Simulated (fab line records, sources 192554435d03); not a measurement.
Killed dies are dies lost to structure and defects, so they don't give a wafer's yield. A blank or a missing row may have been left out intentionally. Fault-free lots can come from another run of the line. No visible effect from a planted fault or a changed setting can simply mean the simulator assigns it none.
Split-lot experiment ; flow n5_finfet ; 7 lots, 21 wafers read, on a route of 1938 steps

## ABOUT THE SPLIT
At N5_BEOL_M10_TRENCH_ETCH_37 (etches SiCOH lowk in C4F6/O2, target depth 148.83 nm, time 48 s), the setting time_s was moved away from the recipe's 48 s on 8 of the 21 wafers read, by -19.7% to +20.2%. For the rest of the wafers, this setting stayed at what the recipe calls for.

## FROM THE SPLIT TO THE READING: what the file shows between them, 17 steps
- N5_BEOL_M10_ETCH_41: etches SiCN in CH3F/O2, target depth 42.6 nm, time 86 s
- N5_BEOL_M10_STRIP_77: strips in N2/H2, time 10 s
- N5_BEOL_M10_OCD_MEAS_38
- N5_BEOL_M10_HM_STRIP_39: strips TiN in peroxide tin strip, target depth 25 nm, time 158 s
- N5_BEOL_M10_SRD_40: time 30 s
- N5_BEOL_M10_PRECLEAN_42: cleans in residue remover, time 60 s
- N5_BEOL_M10_SRD_43: time 30 s
- N5_BEOL_M10_CD_MEAS_35: target cd 70 nm
- N5_BEOL_M10_ALD_74: deposits TaN, target thk 2 nm, pulse time 2 s, purge time 3 s (also split here: ald_cycles)
- N5_BEOL_M10_SURFACE_TREAT_76
- N5_BEOL_M10_CVD_75: deposits Co from CCTBA/H2, target thk 2 nm, time 138.9 s
- N5_BEOL_M10_ECD_50: material Cu, target thk 318 nm
- N5_BEOL_M10_ANNEAL_51: time 90 s
- N5_BEOL_M10_CMP_52: polishes, stops on SiCOH lowk, t overpolish 7 s, target thk 140 nm
- N5_BEOL_M10_THK_MEAS_53: measures by xrf
- N5_BEOL_M10_PRE_CLEAN_55: time 15 s
- N5_BEOL_M10_DEP_56: deposits SiCN from 3MS/NH3, target thk 15 nm, time 26.5 s

## THE READING
M10_RS (ohm/sq), read at N5_BEOL_M10_RS_MEAS_57 with a four-point probe. Fault-free wafers of this fab line usually give 0.152 ohm/sq, standard deviation 0.0033 ohm/sq.

wafer;tool, chamber at the split;time_s as run, s;against the recipe;M10_RS, ohm/sq;against lot-mates on the recipe
L076.1;rie_diel-03, 1;42.01;-12.5%;0.180;+0.024
L076.5;rie_diel-03, 0;42.01;-12.5%;0.177;+0.021
L076.6;rie_diel-03, 2;48;recipe;0.156;-
L077.2;rie_diel-06, 3;48;recipe;0.151;-
L077.4;rie_diel-06, 2;38.53;-19.7%;0.197;+0.048
L077.6;rie_diel-06, 0;48;recipe;0.148;-
L079.2;rie_diel-02, 0;41.53;-13.5%;0.191;no lot-mate on the recipe
L079.3;rie_diel-02, 1;41.53;-13.5%;0.180;no lot-mate on the recipe
L079.4;rie_diel-02, 1;41.53;-13.5%;0.182;no lot-mate on the recipe
L086.2;rie_diel-06, 0;48;recipe;0.154;-
L086.4;rie_diel-06, 2;48;recipe;0.151;-
L086.6;rie_diel-06, 3;48;recipe;0.152;-
L085.2;rie_diel-03, 0,1;48;recipe;0.150;-
L085.3;rie_diel-03, 0,1;48;recipe;0.149;-
L085.4;rie_diel-03, 3;48;recipe;0.157;-
L088.2;rie_diel-06, 2;57.71;+20.2%;0.124;-0.027
L088.5;rie_diel-06, 3;48;recipe;0.151;-
L088.6;rie_diel-06, 0;48;recipe;0.152;-
L096.1;rie_diel-02, 3;48;recipe;0.148;-
L096.2;rie_diel-02, 2;40.86;-14.9%;0.172;+0.024
L096.4;rie_diel-02, 0;48;recipe;0.147;-
Rows listing several chambers each stand for several wafers; the file does not say which wafer went through which chamber.

FIT RESULTS
A straight line over all 21 wafers: M10_RS changes by -0.00194 ohm/sq for each +1% of time_s; r = -0.96; the points scatter about the line by 0.0053 ohm/sq.
The same after taking each lot's own level away (the mean of its wafers on the recipe; 18 wafers): -0.00179 ohm/sq for each +1%; r = -0.97; scatter 0.004 ohm/sq.
That fit puts the effect of the largest move of time_s on the reading at 0.036 ohm/sq.
The lots' own levels span 0.1475 to 0.1560 ohm/sq, that is 2.6 times the standard deviation above.
Hence the lot-to-lot level has little effect on the slope; both slopes agree.
Check: -0.0415 ohm/sq against its lot-mates is what the line predicts for one of the wafers moved furthest among these (+20.2%) when that wafer is left out of the fit. It came out at -0.0275 ohm/sq against them.

## ADDITIONAL SPLITS CARRIED BY THESE WAFERS
Note: prior to the reading, these wafers also went through further splits. Each is held against what the fit with the lots' levels taken away leaves over:
other split on the same wafers;wafers away from the commonest value;r with M10_RS (lot level and that fit taken away)
N5_BEOL_M10_EXPOSE_08 dose_mj;5;-0.42
N5_BEOL_M10_ALD_74 ald_cycles;5;+0.07

## THE WHOLE CHAIN: every reading that the file lists as answering this split, in the file's order
step;what it does;reading;change (the file's fit);r (the file's)
N5_BEOL_M10_TRENCH_ETCH_37;etches SiCOH lowk in C4F6/O2, target depth 148.83 nm, time 48 s;etch.depth_nm (the simulator's own value, which no gauge read);+1.4 nm for each +1% of the setting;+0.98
N5_BEOL_M10_TRENCH_ETCH_37;etches SiCOH lowk in C4F6/O2, target depth 148.83 nm, time 48 s;BEOL_M10.feature_depth_nm (the simulator's own value, which no gauge read);+1.41 nm for each +1% of the setting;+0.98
N5_BEOL_M10_OCD_MEAS_38;;trench_depth_nm;+1.4 nm for each +1% of the setting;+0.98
N5_BEOL_M10_CMP_52;polishes, stops on SiCOH lowk, t overpolish 7 s, target thk 140 nm;Cu_of_BEOL_M10_ECD_50.thk_nm (the simulator's own value, which no gauge read);+1.4 nm for each +1% of the setting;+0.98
N5_BEOL_M10_THK_MEAS_53;measures by xrf;M10_THK;+1.39 for each +1% of the setting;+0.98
N5_BEOL_M10_RS_MEAS_57;measures by four-point-probe;M10_RS;-0.00182 for each +1% of the setting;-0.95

## FILE'S OWN FIT
M10_RS changes by -0.00182 ohm/sq for each +1% of time_s, r = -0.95.
